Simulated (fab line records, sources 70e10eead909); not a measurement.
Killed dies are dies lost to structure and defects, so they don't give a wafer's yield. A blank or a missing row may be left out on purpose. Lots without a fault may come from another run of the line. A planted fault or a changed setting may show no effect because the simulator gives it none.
Chamber matching | flow nand_harc | NHARC_A_CONTACT_DEP_29 on pecvd-01: 3 sister chambers
The step deposits SiON, target thk 70 nm. 18 wafers are shown with their chamber, then 9 later ones without.

WAFERS WITH THEIR CHAMBER
wafer  | chamber | heater_power_w (W) | chamber_pressure_Torr (Torr)
L080.2 | 2       | 755                | 3.510
L080.3 | 1       | 699                | 3.498
L080.5 | 1       | 729                | 3.499
L081.1 | 1       | 691                | 3.507
L081.3 | 0       | 789                | 3.508
L081.5 | 1       | 702                | 3.495
L085.1 | 0       | 953                | 3.493
L085.2 | 1       | 727                | 3.502
L085.4 | 2       | 828                | 3.486
L086.1 | 0       | 962                | 3.492
L086.3 | 1       | 731                | 3.510
L086.6 | 0       | 947                | 3.486
L092.1 | 1       | 626                | 3.498
L092.3 | 0       | 916                | 3.487
L092.4 | 2       | 847                | 3.490
L089.1 | 1       | 761                | 3.496
L089.3 | 0       | 827                | 3.500
L089.6 | 2       | 724                | 3.504

SIGNATURES (means of the wafers above)
reading               | chamber 0 | chamber 1 | chamber 2 | scatter within a chamber
heater_power_w        | 899.00    | 708.25    | 788.50    | 56.7
chamber_pressure_Torr | 3.49433   | 3.50062   | 3.49750   | 0.0079
Rule: a wafer's distance from a chamber is the root of the sum, over the readings, of the square of ((its reading less the chamber's mean) divided by the reading's scatter). The wafer belongs to the nearest chamber; if the next one is less than 2 further off, it can't be placed. The scatter: the root of (the sum of the squares of (reading less its chamber's mean) over the shown wafers, divided by (wafers less chambers)).

WAFERS WITHOUT THEIR CHAMBER
wafer  | heater_power_w (W) | chamber_pressure_Torr (Torr)
L091.1 | 1000               | 3.513
L091.3 | 844                | 3.498
L091.6 | 759                | 3.502
L093.1 | 737                | 3.500
L093.5 | 819                | 3.503
L093.6 | 865                | 3.499
L094.1 | 722                | 3.511
L094.2 | 846                | 3.504
L094.4 | 714                | 3.497

WHICH CHAMBER EACH WENT THROUGH
wafer  | from the rows above          | in truth
L091.1 | can't be placed: 0 or 2      | 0
L091.3 | can't be placed: 2 or 0 or 1 | 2
L091.6 | can't be placed: 2 or 1 or 0 | 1
L093.1 | can't be placed: 1 or 2      | 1
L093.5 | can't be placed: 2 or 0 or 1 | 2
L093.6 | can't be placed: 0 or 2 or 1 | 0
L094.1 | can't be placed: 1 or 2      | 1
L094.2 | can't be placed: 2 or 0 or 1 | 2
L094.4 | can't be placed: 1 or 2      | 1
Placed correctly: 0 of 9. Can't be placed from these rows: 9 (the true chamber is among the candidates in 9). Placed wrongly: 0.
